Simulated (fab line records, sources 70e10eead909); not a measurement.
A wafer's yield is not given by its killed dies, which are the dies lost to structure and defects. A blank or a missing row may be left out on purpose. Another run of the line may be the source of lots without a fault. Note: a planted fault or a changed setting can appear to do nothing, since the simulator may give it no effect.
A sampling plan put to the test    flow nand_harc    one fab line, 31 faults that these records tell of, each judged on the records of the lots that it struck; 1 more is left out, because the records don't allow judging it
The plan consists of the line's own looks: route steps at which the wafer is read by a gauge or an inspection but not changed. Where struck wafers have a number at a look and the file lists that look's usual mean and standard deviation on fault-free wafers, the look can be judged. Caught: 4 or more of those standard deviations (sigma) separate the usual mean from the mean of the struck wafers at a look after the fault's first step. On the tool: the identical test, applied to the tool's own readings at the steps of the fault. A different recipe on the struck wafers counts as caught too, as does a record blank only for those wafers.

## THE FAULTS, as the simulator had put them in
1. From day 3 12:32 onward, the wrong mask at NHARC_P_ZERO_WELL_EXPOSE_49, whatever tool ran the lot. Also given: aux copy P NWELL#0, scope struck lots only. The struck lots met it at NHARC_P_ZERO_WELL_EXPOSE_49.
2. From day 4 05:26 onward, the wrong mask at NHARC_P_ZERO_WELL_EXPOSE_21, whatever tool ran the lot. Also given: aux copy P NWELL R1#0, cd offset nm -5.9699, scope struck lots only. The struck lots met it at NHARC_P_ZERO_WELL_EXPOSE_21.
3. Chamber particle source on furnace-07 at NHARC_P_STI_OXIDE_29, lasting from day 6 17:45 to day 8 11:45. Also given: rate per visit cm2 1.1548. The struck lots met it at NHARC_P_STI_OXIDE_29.
4. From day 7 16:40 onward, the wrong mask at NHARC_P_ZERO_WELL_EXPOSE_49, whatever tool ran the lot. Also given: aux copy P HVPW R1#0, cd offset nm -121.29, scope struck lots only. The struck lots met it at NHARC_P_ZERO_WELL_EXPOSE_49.
5. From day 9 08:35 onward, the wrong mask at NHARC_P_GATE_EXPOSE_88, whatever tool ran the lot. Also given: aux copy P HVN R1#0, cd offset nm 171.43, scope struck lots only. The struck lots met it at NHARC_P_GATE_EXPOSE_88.
6. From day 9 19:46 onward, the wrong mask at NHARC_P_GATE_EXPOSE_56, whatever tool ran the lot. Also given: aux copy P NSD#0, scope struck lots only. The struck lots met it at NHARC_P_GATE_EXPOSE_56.
7. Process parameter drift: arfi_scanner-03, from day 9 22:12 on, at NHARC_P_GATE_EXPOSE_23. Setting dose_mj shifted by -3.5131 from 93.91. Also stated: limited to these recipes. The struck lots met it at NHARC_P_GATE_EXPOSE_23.
8. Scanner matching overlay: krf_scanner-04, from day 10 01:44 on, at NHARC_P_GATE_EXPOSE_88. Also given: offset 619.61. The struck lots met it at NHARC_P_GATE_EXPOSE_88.
9. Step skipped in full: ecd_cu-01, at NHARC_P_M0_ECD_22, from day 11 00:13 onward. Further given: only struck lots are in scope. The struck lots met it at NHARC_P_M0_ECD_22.
10. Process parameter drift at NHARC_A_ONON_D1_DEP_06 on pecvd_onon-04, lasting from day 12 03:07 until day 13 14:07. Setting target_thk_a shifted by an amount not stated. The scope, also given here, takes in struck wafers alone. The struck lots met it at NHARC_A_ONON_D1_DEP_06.
11. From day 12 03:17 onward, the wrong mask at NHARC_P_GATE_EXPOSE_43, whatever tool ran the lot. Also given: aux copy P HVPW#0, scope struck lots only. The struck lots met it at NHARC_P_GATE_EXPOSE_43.
12. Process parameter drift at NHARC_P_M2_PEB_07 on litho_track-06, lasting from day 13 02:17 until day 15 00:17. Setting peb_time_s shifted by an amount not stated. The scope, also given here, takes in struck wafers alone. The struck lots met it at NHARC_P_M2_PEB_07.
13. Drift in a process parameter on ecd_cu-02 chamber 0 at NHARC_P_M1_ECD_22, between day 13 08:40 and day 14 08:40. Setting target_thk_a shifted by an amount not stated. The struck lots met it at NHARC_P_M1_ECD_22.
14. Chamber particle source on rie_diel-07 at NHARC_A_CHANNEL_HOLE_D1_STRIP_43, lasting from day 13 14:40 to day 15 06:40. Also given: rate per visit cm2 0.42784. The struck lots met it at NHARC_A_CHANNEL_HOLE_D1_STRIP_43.
15. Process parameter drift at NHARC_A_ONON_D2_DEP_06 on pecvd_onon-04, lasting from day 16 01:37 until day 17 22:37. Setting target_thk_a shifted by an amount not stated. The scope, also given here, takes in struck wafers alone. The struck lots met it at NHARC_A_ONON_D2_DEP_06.
16. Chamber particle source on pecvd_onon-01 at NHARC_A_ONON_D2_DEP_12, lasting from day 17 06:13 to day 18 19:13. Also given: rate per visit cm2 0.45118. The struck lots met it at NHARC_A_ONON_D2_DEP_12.
17. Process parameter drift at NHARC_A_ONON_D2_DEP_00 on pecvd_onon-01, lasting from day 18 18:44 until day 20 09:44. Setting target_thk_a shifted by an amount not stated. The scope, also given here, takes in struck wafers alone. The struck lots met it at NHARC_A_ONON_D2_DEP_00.
18. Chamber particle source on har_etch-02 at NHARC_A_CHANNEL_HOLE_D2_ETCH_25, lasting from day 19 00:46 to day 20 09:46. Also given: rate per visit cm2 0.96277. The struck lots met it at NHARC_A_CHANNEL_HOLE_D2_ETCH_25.
19. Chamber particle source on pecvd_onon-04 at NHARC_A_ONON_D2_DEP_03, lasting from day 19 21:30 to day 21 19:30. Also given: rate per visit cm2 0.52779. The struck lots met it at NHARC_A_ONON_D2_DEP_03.
20. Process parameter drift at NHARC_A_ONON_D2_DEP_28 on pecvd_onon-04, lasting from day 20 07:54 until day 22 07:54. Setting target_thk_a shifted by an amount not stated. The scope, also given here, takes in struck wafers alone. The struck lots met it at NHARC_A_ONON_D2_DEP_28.
21. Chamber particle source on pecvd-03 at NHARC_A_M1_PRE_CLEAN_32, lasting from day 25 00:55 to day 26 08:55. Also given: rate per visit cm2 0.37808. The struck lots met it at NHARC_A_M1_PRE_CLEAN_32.
22. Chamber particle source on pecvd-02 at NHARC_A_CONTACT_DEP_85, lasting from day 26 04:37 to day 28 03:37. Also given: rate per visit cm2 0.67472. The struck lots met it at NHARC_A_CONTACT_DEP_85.
23. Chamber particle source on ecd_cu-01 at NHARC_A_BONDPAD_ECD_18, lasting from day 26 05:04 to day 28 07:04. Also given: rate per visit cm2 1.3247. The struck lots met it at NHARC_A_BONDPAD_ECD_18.
24. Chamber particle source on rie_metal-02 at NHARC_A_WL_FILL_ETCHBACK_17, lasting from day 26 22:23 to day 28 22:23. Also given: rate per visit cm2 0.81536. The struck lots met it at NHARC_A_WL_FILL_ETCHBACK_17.
25. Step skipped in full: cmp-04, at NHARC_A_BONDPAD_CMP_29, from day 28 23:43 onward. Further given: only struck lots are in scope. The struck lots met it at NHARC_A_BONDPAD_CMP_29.
26. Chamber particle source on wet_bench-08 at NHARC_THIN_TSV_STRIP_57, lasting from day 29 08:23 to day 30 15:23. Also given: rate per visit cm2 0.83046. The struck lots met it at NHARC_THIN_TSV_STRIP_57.
27. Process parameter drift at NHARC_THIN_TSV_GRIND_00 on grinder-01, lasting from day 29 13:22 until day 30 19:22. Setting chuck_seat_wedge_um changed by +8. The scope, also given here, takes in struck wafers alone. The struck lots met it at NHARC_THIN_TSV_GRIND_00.
28. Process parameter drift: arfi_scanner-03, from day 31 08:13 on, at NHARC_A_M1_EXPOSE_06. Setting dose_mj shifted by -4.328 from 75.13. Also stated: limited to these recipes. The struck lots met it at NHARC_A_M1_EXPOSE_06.
29. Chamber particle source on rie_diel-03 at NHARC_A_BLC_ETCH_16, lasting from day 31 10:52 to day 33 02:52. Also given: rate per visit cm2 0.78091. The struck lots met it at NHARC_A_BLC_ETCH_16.
30. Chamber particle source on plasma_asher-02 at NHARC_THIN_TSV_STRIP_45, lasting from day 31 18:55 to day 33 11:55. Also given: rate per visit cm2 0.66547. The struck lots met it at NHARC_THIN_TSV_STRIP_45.
31. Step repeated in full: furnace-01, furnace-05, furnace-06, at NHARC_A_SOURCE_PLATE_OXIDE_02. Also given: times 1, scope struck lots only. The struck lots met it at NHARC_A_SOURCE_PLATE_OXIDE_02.

## WHAT THE PLAN SAW
fault  on the tool itself                                first look that catches it                       reading, sigma                                          median hours from its first step to that look  hours from the fault's start to the first struck lot there  judged looks passed uncaught
1      under 2 sigma                                     not the one look that can be judged after it     -                                                       -                                              -                                                           1
2      no reading that can be judged                     none of the 2 looks that can be judged after it  strongest: cd_nm at NHARC_P_ZERO_WELL_CD_MEAS_24, -3.3  -                                              -                                                           2
3      under 2 sigma                                     NHARC_P_STI_INSPECT_11                           raw_defect_count +99 or beyond                          11.4                                           27                                                          0
4      under 2 sigma                                     NHARC_P_ZERO_WELL_CD_MEAS_52                     cd_nm -99 or beyond                                     0.2                                            5                                                           0
5      under 2 sigma                                     NHARC_P_GATE_CD_MEAS_91                          cd_nm +99 or beyond                                     0.2                                            13                                                          0
6      under 2 sigma                                     no look after it can be judged                   -                                                       -                                              -                                                           0
7      exposure_dose_mJ_cm2 -40 sigma                    NHARC_P_GATE_CD_MEAS_26                          cd_nm +5.8                                              0.1                                            7                                                           0
8      under 2 sigma                                     NHARC_END_SORT_01                                killed_at_periphery +99 or beyond                       448.5                                          448                                                         1
9      the tool's record is blank for the struck wafers  NHARC_P_M0_THK_MEAS_24                           thk_nm -61                                              1.0                                            8                                                           0
10     no reading that can be judged                     NHARC_A_ONON_D1_THK_MEAS_08                      thk_nm -38                                              0.4                                            5                                                           0
11     under 2 sigma                                     no look after it can be judged                   -                                                       -                                              -                                                           0
12     heater_power_total_W +99 or beyond sigma          NHARC_P_M2_CD_MEAS_09                            cd_nm -35                                               0.1                                            11                                                          0
13     no reading that can be judged                     not the one look that can be judged after it     -                                                       -                                              -                                                           1
14     no reading that can be judged                     NHARC_A_CHANNEL_HOLE_D1_INSPECT_40               raw_defect_count +10                                    1.0                                            14                                                          0
15     no reading that can be judged                     NHARC_A_ONON_D2_THK_MEAS_08                      thk_nm +16                                              0.5                                            14                                                          0
16     under 2 sigma                                     none of the 2 looks that can be judged after it  strongest: killed_at_array at NHARC_END_SORT_01, +3.1   -                                              -                                                           2
17     under 2 sigma                                     NHARC_A_ONON_D2_THK_MEAS_02                      thk_nm -24                                              0.5                                            10                                                          0
18     under 2 sigma                                     NHARC_A_CHANNEL_HOLE_D2_INSPECT_40               raw_defect_count +7.6                                   2.7                                            10                                                          0
19     no reading that can be judged                     none of the 3 looks that can be judged after it  strongest: killed_at_array at NHARC_END_SORT_01, +3.8   -                                              -                                                           3
20     under 2 sigma                                     NHARC_A_ONON_D2_THK_MEAS_30                      thk_nm +8.9                                             0.5                                            10                                                          0
21     under 2 sigma                                     NHARC_END_SORT_01                                sort_bin_3_pct +4.5                                     33.7                                           45                                                          1
22     under 2 sigma                                     NHARC_A_CONTACT_INSPECT_10                       raw_defect_count +14                                    0.8                                            2                                                           1
23     no reading that can be judged                     NHARC_END_SORT_01                                killed_at_array +25                                     32.4                                           33                                                          0
24     under 2 sigma                                     NHARC_END_SORT_01                                killed_dies +4.7                                        87.3                                           120                                                         0
25     the tool's record is blank for the struck wafers  NHARC_A_BONDPAD_THK_MEAS_30                      thk_nm +32                                              0.2                                            1                                                           0
26     under 2 sigma                                     NHARC_THIN_TSV_INSPECT_40                        raw_defect_count +6.0                                   4.0                                            5                                                           0
27     under 2 sigma                                     NHARC_THIN_TSV_THK_MEAS_02                       thk_nm -12                                              1.5                                            2                                                           0
28     exposure_dose_mJ_cm2 -41 sigma                    NHARC_A_M1_CD_MEAS_09                            cd_nm -5.8                                              0.1                                            8                                                           0
29     under 2 sigma                                     none of the 2 looks that can be judged after it  strongest: killed_at_array at NHARC_END_SORT_01, +3.9   -                                              -                                                           2
30     under 2 sigma                                     NHARC_END_SORT_01                                killed_at_other +63                                     18.9                                           26                                                          0
31     under 2 sigma                                     NHARC_A_SOURCE_PLATE_THK_MEAS_09                 thk_nm +6.3                                             8.6                                            -                                                           0
A dash: the fault isn't caught, or these records don't give the number.

Caught at a look: 23 of 31. Caught on the tool: 5 of 31. By one or the other: 23 of 31.
Caught at a look alone: faults 3, 4, 5, 8, 10, 14, 15, 17, 18, 20, 21, 22, 23, 24, 26, 27, 30, 31.
Caught by neither: faults 1, 2, 6, 11, 13, 16, 19, 29.

## THINNER SAMPLING
In the worst case, this is how late the first struck lot would be measured if the look that catches a fault measured only every second or every third lot, by lot number:
fault  struck lots at that look, in order of time  every lot  every second lot  every third lot
3      L510, L511                                  27 h       35 h              may miss all 2
4      L715                                        5 h        may miss it       may miss it
5      L479                                        13 h       may miss it       may miss it
7      L858, L860                                  7 h        may miss all 2    may miss all 2
8      L401, L403                                  448 h      may miss all 2    may miss all 2
9      L816, L817, L818                            8 h        9 h               32 h
10     L867, L869                                  5 h        may miss all 2    may miss all 2
12     L640, L643                                  11 h       44 h              may miss all 2
14     L290, L291, L292                            14 h       14 h              33 h
15     L117, L120                                  14 h       42 h              may miss all 2
17     L684, L685                                  10 h       16 h              may miss all 2
18     L740, L742                                  10 h       may miss all 2    may miss all 2
20     L529                                        10 h       may miss it       may miss it
21     L818, L820                                  45 h       may miss all 2    may miss all 2
22     L126, L129                                  2 h        34 h              may miss all 2
23     L799, L801                                  33 h       may miss all 2    may miss all 2
24     L847                                        120 h      may miss it       may miss it
25     L422, L420                                  1 h        may miss all 2    may miss all 2
26     L249, L252                                  5 h        19 h              may miss all 2
27     L995, L993                                  2 h        may miss all 2    may miss all 2
28     L648, L649, L650                            8 h        13 h              36 h
30     L558, L559                                  26 h       28 h              may miss all 2
Hours: fault start to first struck lot measured. Since the struck wafers were tested as one group against 4 sigma, a single lot by itself may lie under the limit. Other struck lots may not be in these records.

## THE LONGEST TIMED WAY FROM STEP TO LOOK
Fault 8: a median of 448.5 hours passes between NHARC_P_GATE_EXPOSE_88 and NHARC_END_SORT_01. The look between them that can be judged stayed within 4 sigma: NHARC_A_BONDPAD_INSPECT_23.
